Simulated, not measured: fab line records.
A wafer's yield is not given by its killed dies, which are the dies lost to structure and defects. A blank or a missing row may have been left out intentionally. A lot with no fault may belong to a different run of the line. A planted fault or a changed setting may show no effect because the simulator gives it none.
Which tool is to blame?    flow nand-harc    6 lots with 18 wafers sampled at 5 steps, on a route of 1302 steps

## WHAT EACH GAUGE READ, for each wafer
NHARC_END_SORT_01.
lot   measured      on         killed-at-array
L809  day 29 09:43  prober-02  66 664 57

## WHICH TOOL RAN EACH LOT (tool, then ch and the chambers of the sampled wafers, then the start)
lot   NHARC_A_STAIRCASE_TRIM_24                      NHARC_A_STAIRCASE_ETCH_188                     NHARC_A_STAIRCASE_TRIM_198                     NHARC_A_STAIRCASE_TRIM_202
L801  rie-diel-03 ch 2,3, day 17 14:17 or earlier    rie-diel-03 ch 0,1,2, day 17 14:17 or earlier  rie-diel-03 ch 0,1, day 17 14:17 or earlier    rie-diel-03 ch 0,2,3, day 17 14:17
L805  rie-diel-03 ch 0,1,2, day 19 06:25 or earlier  rie-diel-08 ch 2,3, day 19 06:25 or earlier    rie-diel-02 ch 0,3, day 19 06:25 or earlier    rie-diel-02 ch 0,2,3, day 19 06:25
L809  rie-diel-02 ch 0,1,3, day 20 16:26 or earlier  rie-diel-03 ch 0,2, day 20 16:26 or earlier    rie-diel-03 ch 0,2, day 20 16:26 or earlier    rie-diel-03 ch 0,2, day 20 16:26
L812  rie-diel-08 ch 0,1, day 21 16:28 or earlier    rie-diel-08 ch 0,2, day 21 16:28 or earlier    rie-diel-08 ch 0,2, day 21 16:28 or earlier    rie-diel-08 ch 1,2,3, day 21 16:28
L818  rie-diel-02 ch 0,1, day 24 13:13 or earlier    rie-diel-03 ch 1,2, day 24 13:13 or earlier    rie-diel-02 ch 0,1,3, day 24 13:13 or earlier  rie-diel-02 ch 0,1, day 24 13:13
L820  rie-diel-03 ch 0,1,2, day 25 04:06 or earlier  rie-diel-03 ch 0,1,2, day 25 04:06 or earlier  rie-diel-08 ch 0,2,3, day 25 04:06 or earlier  rie-diel-08 ch 0,1,2, day 25 04:06
- NHARC_A_STAIRCASE_TRIM_24: chemistry O2, time 211.2 s.
- NHARC_A_STAIRCASE_ETCH_188: etches the open film in C4F8/O2, target depth 100 nm, time 40.5 s.
- NHARC_A_STAIRCASE_TRIM_198: chemistry O2, time 211.2 s.
- NHARC_A_STAIRCASE_TRIM_202: chemistry O2, time 211.2 s.

## THE ANSWER, worked out from the rows above alone
Rule: usual is defined by the lots themselves. The widest of any qualifying gaps counts: lots, ordered by their means at a reading, are off when they make up no more than a third of the lots, leave a main group of 4 or more, and stand apart from it by 3 or more times the standard deviation of that group's means. A main group is skipped when, at the precision printed for the reading in the tables above, its means are all equal. Also off: a lot with no number at a reading for which 4 or more lots have one. Where the step has rows for the other lots, those lots are counted as sound.
No lot is off on any of the readings shown, so nothing can be concluded from this.

## WHAT THE SIMULATOR PUT IN
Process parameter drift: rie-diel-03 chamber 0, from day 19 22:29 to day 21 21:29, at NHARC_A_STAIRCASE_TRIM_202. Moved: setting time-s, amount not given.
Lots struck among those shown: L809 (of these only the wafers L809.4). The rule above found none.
